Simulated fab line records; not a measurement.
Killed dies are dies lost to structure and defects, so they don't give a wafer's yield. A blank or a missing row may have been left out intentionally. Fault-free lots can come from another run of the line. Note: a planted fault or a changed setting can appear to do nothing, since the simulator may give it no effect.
fab line records	flow n5_finfet
record: lots: 10	wafers: 30	last_day: 19
route steps=1938 shown BEOL_M10@1505 PASSIVATION@1936
lots with no fault: from the same line, run without faults
start_h: start of the lot's first displayed wafer, in hours after the record's first day	wait_h: hours elapsed since this lot's preceding step	" unchanged from the row above	L1.1+2: a single row standing in for several wafers	- no value, or no start was given	* or withheld: withheld	< > ~ a bound
route shown NAME@n: names a module that has steps shown in the file, with the first one's number in the route	usual: the fault-free wafers' mean and standard deviation	same: alike in all rows	chamber/n: place in a boat	sites: readings site by site	_std_site: the standard deviation of these	_edge_site: outer sites' mean less inner sites'	radius_mm: for every site, how far away it sits from the centre of the wafer	mask NAME#n: copy n	behind: the last tool/chamber to shape the wafer	hold: why the lot went on hold/how many hours it stayed there/how the hold came to an end	device: the transistor (n, p or np) that didn't switch	end of line: the route-end tests of the same wafers	for a step that has no rows: nothing shown but its recipe	killed: not the wafer's yield, but the dies lost to structure and defects at the first sort	map: the dies of a wafer, with x for killed, . for not killed, _ for no die there
set.NAME: the setting the step ran with; set.NAME@STEP: the setting that earlier step ran with	model.NAME: the simulator's own value behind a step, which no gauge read
a sample of lots followed through the steps of the route, with each step as a table and each wafer as a row
services: the hour from which a tool's chamber was out of use, counted from the record's first day as start_h (under 0 if before that day), plus the number of hours and why
== steps ==
step: N5_BEOL_M10_DESCUM_33
recipe: chemistry: O2	time_s: 7.9	source_power_w: 50	bias_power_w: 20	pressure_mtorr: 20	rf_frequency_hz: 2.712e+07	temp_c: 40	resist: CAR-ArF	o2_flow_sccm: 225
usual: drypump_motor_current_A: 5.9/0.5	oes_product_au: 0.81/0.075	rf_vpp_V: 242.7/1.4	showerhead_plenum_p_Torr: 2.06/0.075	throttle_valve_pct: 20.39/0.17
same: time_s: 7.9
lot.wafer	tool	chamber	start_h	wait_h	drypump_motor_current_A	oes_product_au	rf_hours_counter_h	rf_vpp_V	showerhead_plenum_p_Torr	throttle_valve_pct
L528.2	rie_diel-01	1	294.98	0.0	6.4	0.80	86	241.3	2.04	20.16
L528.3	"	3	"	"	5.1	0.72	199	240.2	1.91	20.28
L528.6	"	0	"	"	6.2	0.75	-	242.2	2.00	20.62
L530.2	rie_diel-01	0	316.67	0.0	6.2	0.74	185	241.7	2.00	20.63
L530.4	"	3	"	"	5.1	0.71	204	241.8	1.90	20.27
L530.5	"	2	"	"	5.4	0.67	-	244.4	2.14	20.50
L529.1	rie_diel-03	1	319.24	0.0	6.5	0.81	81	245.1	2.12	20.26
L529.4	"	0	"	"	6.0	0.80	111	243.9	2.00	20.42
L529.6	"	3	"	"	5.6	0.93	-	243.7	2.14	20.63
L534.1	rie_diel-03	0	356.24	0.4	6.0	0.78	118	241.7	2.00	20.44
L534.3	"	1	"	"	6.5	0.78	88	242.0	2.12	20.27
L534.4	"	2	"	"	6.7	0.78	106	243.7	2.10	20.59
L539.2	rie_diel-01	0	364.28	0.0	6.2	0.73	208	241.4	1.99	20.67
L539.3	"	3	"	"	5.1	0.70	224	239.4	1.90	20.30
L539.5	"	2	"	"	5.4	0.96	-	243.8	2.13	20.26
L540.2	rie_diel-01	0	374.05	0.0	6.2	0.72	211	241.2	1.99	20.66
L540.4	"	1	"	"	6.4	0.77	108	241.8	2.03	20.18
L540.6	"	3	"	"	5.1	0.69	-	240.4	1.90	20.33
L538.2	rie_diel-01	2	390.24	0.0	5.4	0.93	22	242.8	2.13	20.27
L538.3	"	1	"	"	6.4	0.78	115	243.2	2.02	20.19
L538.6	"	0	"	"	6.2	0.72	-	240.6	1.98	20.69
L542.1	rie_diel-05	3	390.43	0.0	5.6	0.81	71	242.9	2.03	20.12
L542.2	"	1	"	"	6.2	0.85	81	242.8	2.03	20.31
L542.4	"	2	"	"	5.6	0.97	0	243.1	2.16	20.32
L544.1	rie_diel-05	0	399.99	0.1	5.3	0.78	121	243.6	2.08	20.27
L544.3	"	2	"	"	5.6	0.95	3	243.8	2.16	20.32
L544.4	"	0	"	"	5.3	0.77	-	242.5	2.08	20.26
L547.1	rie_diel-01	2	406.58	0.0	5.4	0.92	28	244.3	2.12	20.29
L547.5	"	3	"	"	5.1	0.70	-	240.0	1.89	20.33
L547.6	"	2	"	"	5.4	0.91	-	244.6	2.12	20.30
step: N5_BEOL_M10_DEGAS_44
recipe: ambient: vacuum	temp_c: 250	time_s: 60
usual: heater_power_w: 325/24
same: time_s: 60
lot.wafer	tool	chamber	start_h	wait_h	heater_power_w
L528.2	pvd_sputter-02	-	296.08	0.3	316
L528.3	"	-	"	"	325
L528.6	"	-	"	"	324
L530.2	pvd_sputter-01	-	317.70	0.2	323
L530.4	"	-	"	"	354
L530.5	"	-	"	"	331
L529.1	pvd_sputter-03	-	320.33	0.3	366
L529.4	"	-	"	"	318
L529.6	"	-	"	"	374
L534.1	pvd_sputter-02	-	357.77	0.7	275
L534.3	"	-	"	"	324
L534.4	"	-	"	"	328
L539.2	pvd_sputter-01	-	365.51	0.4	300
L539.3	"	-	"	"	321
L539.5	"	-	"	"	355
L540.2	pvd_sputter-01	-	375.28	0.3	328
L540.4	"	-	"	"	366
L540.6	"	-	"	"	327
L538.2	pvd_sputter-02	-	391.48	0.5	296
L538.3	"	-	"	"	318
L538.6	"	-	"	"	290
L542.1	pvd_sputter-02	-	392.30	0.9	292
L542.2	"	-	"	"	313
L542.4	"	-	"	"	324
L544.1	pvd_sputter-01	-	401.25	0.5	364
L544.3	"	-	"	"	334
L544.4	"	-	"	"	309
L547.1	pvd_sputter-01	-	407.80	0.5	296
L547.5	"	-	"	"	352
L547.6	"	-	"	"	331
step: N5_BEOL_M10_CVD_75
recipe: material: Co	target_thk_a: 20	temp_c: withheld	precursor: CCTBA/H2	pressure_torr: 30	time_s: 138.9
same: time_s: 138.9
lot.wafer	tool	chamber	start_h	wait_h
L528.2+3+6	cvd_co-02	1,2,2	296.66	0.2
L530.2+4+5	cvd_co-02	2	318.93	0.1
L529.1+4+6	cvd_co-02	2,2,1	321.22	0.3
L529.1+4+6	cvd_co-02	2,2,1	321.68	0.4
L534.1+3+4	cvd_co-02	0,2,0	358.48	0.0
L539.2+3+5	cvd_co-02	1,0,0	366.05	0.1
L540.2+4+6	cvd_co-01	1,2,1	376.01	0.1
L538.2+3+6	cvd_co-01	2,1,2	392.55	0.3
L538.2+3+6	cvd_co-01	2,1,2	392.83	0.2
L542.1+2+4	cvd_co-01	1,2,1	393.06	0.1
L544.1+3+4	cvd_co-02	2,0,1	402.06	0.3
L547.1+5+6	cvd_co-01	1,2,0	408.32	0.0
step: N5_BEOL_M10_CMP_52
recipe: stop_on: SiCOH_lowk	t_overpolish_s: 7	down_force_psi: 1	platen_rpm: 50	clearing_platen_down_force_psi: 1.5	clearing_platen_rpm: 50	post_cmp_clean: cu_alkaline	target_thk_nm: 140	clearing_platen_pad_velocity_m_s: 0.99484	pad_velocity_m_s: 0.99484
usual: barrier_field_endpoint_s: 28.8/0.94	clearing_platen_down_force_psi: 1.500/0.0034	motor_current_A: 6.1/0.33	overpolish_run_s: 7.001/0.0095	time_to_endpoint_s: 66/4
lot.wafer	tool	chamber	start_h	wait_h	barrier_field_endpoint_s	clearing_platen_down_force_psi	motor_current_A	overpolish_run_s	time_to_endpoint_s
L528.2	cmp-03	1	297.47	0.2	28.2	1.497	6.5	7.008	63
L528.3	"	2	"	"	28.0	1.501	6.2	7.006	64
L528.6	"	1	"	"	28.6	1.490	6.2	6.996	66
L530.4	cmp-01	3	319.65	0.1	29.7	1.498	6.2	7.003	71
L530.2	"	2	"	"	29.1	1.508	6.4	7.008	64
L530.5	"	3	"	"	29.5	1.503	6.2	6.992	67
L529.1	cmp-03	1	323.29	0.3	29.3	1.493	6.2	7.004	59
L529.4	"	3	"	"	29.4	1.497	6.6	7.010	60
L529.6	"	0	"	"	31.0	1.496	5.5	6.987	69
L534.3	cmp-01	1	359.14	0.2	28.6	1.497	5.8	6.989	63
L534.4	"	2	"	"	29.6	1.499	6.5	6.999	66
L534.1	"	0	"	"	29.8	1.498	6.5	6.994	67
L539.2	cmp-03	1	367.10	0.2	28.0	1.504	6.5	7.000	62
L539.3	"	3	"	"	29.5	1.495	6.1	7.024	66
L539.5	"	1	"	"	29.2	1.506	6.4	6.994	63
L540.2	cmp-03	3	377.07	0.2	28.9	1.504	6.0	6.991	60
L540.4	"	1	"	"	27.0	1.503	6.7	7.020	58
L540.6	"	3	"	"	28.7	1.504	6.2	7.014	63
L538.2	cmp-04	1	393.61	0.2	32.3	1.494	6.5	7.015	75
L538.3	"	0	"	"	31.9	1.499	5.6	7.001	69
L538.6	"	2	"	"	33.0	1.504	5.6	7.006	76
L542.1	cmp-01	0	393.72	0.3	29.8	1.492	6.3	6.996	67
L542.2	"	2	"	"	29.3	1.503	6.5	7.011	63
L542.4	"	3	"	"	30.5	1.499	6.1	7.019	70
L544.3	cmp-01	2	404.06	0.2	29.7	1.504	6.1	7.011	70
L544.1	"	3	"	"	30.6	1.502	6.2	6.991	71
L544.4	"	0	"	"	30.8	1.493	6.2	7.011	72
L547.1	cmp-03	3	409.43	0.4	28.4	1.496	6.1	7.002	64
L547.5	"	0	"	"	29.3	1.504	5.7	6.993	67
L547.6	"	1	"	"	28.0	1.500	6.4	7.011	61
step: N5_BEOL_M10_THK_MEAS_53
recipe: thk_meas_gauge: xrf	reads: Cu_of_BEOL_M10_ECD_50
usual: M10_THK: 142/3.6
lot.wafer	tool	chamber	start_h	wait_h	M10_THK[nm]
L528.2	film_metro-01	-	297.77	-	143
L528.3	"	-	"	"	138
L528.6	"	-	"	"	136
L530.2	film_metro-01	-	319.94	-	139
L530.4	"	-	"	"	143
L530.5	"	-	"	"	142
L529.1	film_metro-01	-	323.55	-	136
L529.4	"	-	"	"	135
L529.6	"	-	"	"	140
L534.1	film_metro-01	-	359.43	-	142
L534.3	"	-	"	"	138
L534.4	"	-	"	"	145
L539.2	film_metro-02	-	367.36	-	134
L539.3	"	-	"	"	139
L539.5	"	-	"	"	143
L540.2	film_metro-01	-	377.37	-	132
L540.4	"	-	"	"	140
L540.6	"	-	"	"	134
L538.2	film_metro-02	-	393.91	-	146
L538.3	"	-	"	"	143
L538.6	"	-	"	"	138
L542.1	film_metro-02	-	394.02	-	142
L542.2	"	-	"	"	144
L542.4	"	-	"	"	150
L544.1	film_metro-01	-	404.36	-	144
L544.3	"	-	"	"	149
L544.4	"	-	"	"	142
L547.1	film_metro-01	-	409.62	-	144
L547.5	"	-	"	"	137
L547.6	"	-	"	"	143
step: N5_PASSIVATION_PROBE_49
usual: defect_limited_yield: 90.9/1.4	killed_at_M0_to_M3: 38/11	killed_at_M4_up: 13/5.9	killed_at_contacts: 14/6.4	killed_at_front_end: 38/11	killed_at_other: 3.3/2.5	killed_dies: 107/16	killed_on_rim: 14/3.6	killed_open: 70/12	killed_short: 35/7.7	sort_bin_5_function: 5.3/0.94	sort_bin_6_memory: 3.5/0.7	sort_n_pass: 1073/16	sort_yield_pct: 90.9/1.4
same: gross_dies: 1180	killed_at_back_side: 0	sort_bin_4_leakage[%]: 0	sort_bin_8_speed[%]: 0
lot.wafer	tool	chamber	start_h	wait_h	defect_limited_yield[%]	killed_at_M0_to_M3	killed_at_M4_up	killed_at_contacts	killed_at_front_end	killed_at_other	killed_dies	killed_on_rim	killed_open	killed_short	sort_bin_5_function[%]	sort_bin_6_memory[%]	sort_n_pass	sort_yield_pct[%]
L529.1	prober-01	-	372.04	0.0	89.7	43	13	10	54	2	122	14	75	47	5.8	3.7	1058	89.7
L529.6	prober-01	-	372.29	0.3	91.4	37	22	5	32	5	101	12	66	31	5.5	2.9	1079	91.4
killed by level:class
L529.1 FIN_SAQP:geometric_particle:open=19 BEOL_M0_SAQP:geometric_particle:short=14 BEOL_M3:geometric_particle:open=13 FIN_SAQP:geometric_particle:short=11 STI_FIN_REVEAL:geometric_particle:open=9 BEOL_M0_SAQP:geometric_particle:open=7 BEOL_M2:geometric_particle:open=6 STI_FIN_REVEAL:geometric_particle:short=5
L529.6 BEOL_M0:geometric_particle:open=9 STI_FIN_REVEAL:geometric_particle:open=8 BEOL_M4:geometric_particle:open=8 FIN_SAQP:geometric_particle:short=7 BEOL_M0_SAQP:geometric_particle:open=7 BEOL_M3:geometric_particle:open=6 FIN_SAQP:geometric_particle:open=5 MOL_CONTACT_COAG:geometric_particle:open=5
== services ==
tool	chamber	start_h	hours	kind
cvd_co-02	-	271.83	6.9	pm
cvd_co-01	-	289.41	7.4	repair
cmp-04	-	302.98	17.9	repair
cvd_co-01	-	303.92	14.6	pm
cvd_co-02	0	312.38	18.0	repair
cvd_co-01	-	318.52	6.9	pm
cmp-04	-	320.92	5.8	pm
rie_diel-03	-	322.81	14.6	pm
rie_diel-01	2	329.64	-	clean
cvd_co-02	1	333.41	-	clean
cvd_co-02	1	333.41	22.0	scheduled_down
cvd_co-02	1	333.41	22.0	vent_cycle
rie_diel-01	1	341.15	22.0	repair
rie_diel-05	2	349.12	1.4	repair
cmp-01	-	353.80	0.7	repair
cmp-03	-	362.10	4.8	pm
cmp-03	-	370.14	4.0	pm
cvd_co-02	0	374.37	15.2	repair
cmp-01	-	378.88	4.9	pm
cvd_co-02	-	379.82	0.4	repair
cvd_co-02	2	382.67	7.4	repair
cmp-03	-	384.58	9.7	pm
rie_diel-05	3	395.52	5.8	repair
cvd_co-01	-	398.81	1.4	repair
== key ==
first_sign: step: N5_BEOL_M10_CVD_75	reading: visit	direction: added
effect: step: N5_BEOL_M10_CMP_52	reading: barrier_field_endpoint_s	direction: up	sigmas: 2.5	usual: 28.8	struck: 31.1
met_at N5_BEOL_M10_CVD_75
struck_lots L529,L538
not_acting_at N5_BEOL_M10_DESCUM_33,N5_BEOL_M10_DEGAS_44,N5_BEOL_M10_THK_MEAS_53
fault: kind: repeated_step_whole	tool: cvd_co-01,cvd_co-02	chamber: -	onset_h: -	steps: N5_BEOL_M10_CVD_75	times: 1	scope: struck_lots_only
